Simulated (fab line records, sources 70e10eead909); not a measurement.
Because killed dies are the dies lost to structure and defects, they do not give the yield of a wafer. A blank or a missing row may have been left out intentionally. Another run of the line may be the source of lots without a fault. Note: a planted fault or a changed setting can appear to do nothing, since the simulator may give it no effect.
Chamber matching | flow nand harc | NHARC_A_CONTACT_DESCUM_13 on rie diel-08 has 4 sister chambers
The step chemistry O2, time 3 s. 4 wafers are shown with their chamber, then 7 later ones without.

EACH WAFER AND ITS CHAMBER
wafer  | chamber | showerhead plenum p Torr (Torr)
L075.6 | 2       | 1.98
L078.5 | 0       | 2.02
L085.3 | 1       | 1.85
L085.5 | 3       | 1.82

WAFERS WITH NO CHAMBER GIVEN
wafer  | showerhead plenum p Torr (Torr)
L085.6 | 1.97
L088.2 | 1.85
L088.5 | 1.85
L088.6 | 2.01
L096.1 | 2.00
L096.2 | 1.96
L096.6 | 2.00

THE CHAMBER EACH PASSED THROUGH
wafer  | from the rows above     | in truth
L085.6 | 2                       | 2
L088.2 | 1                       | 1
L088.5 | 1                       | 1
L088.6 | can't be placed: 0 or 2 | 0
L096.1 | can't be placed: 0 or 2 | 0
L096.2 | 2                       | 2
L096.6 | can't be placed: 0 or 2 | 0
Correct placement for 4 of the 7. Can't be placed from these rows: 3 (the true chamber is among the candidates in 3). Placed wrongly: 0.
How it was worked out, from the rows above alone: a wafer's distance from a chamber is the root of the sum, over the readings, of the square of ((its reading less the chamber's mean) divided by the reading's scatter). If the next closest chamber is less than 2 further off than the closest, the wafer can't be placed; otherwise it belongs to the closest. Each chamber's mean is taken over the wafers shown for it. The scatter (one wafer shown for each chamber): square how far every hidden wafer sits from the nearest shown wafer, average those squares and take the square root.
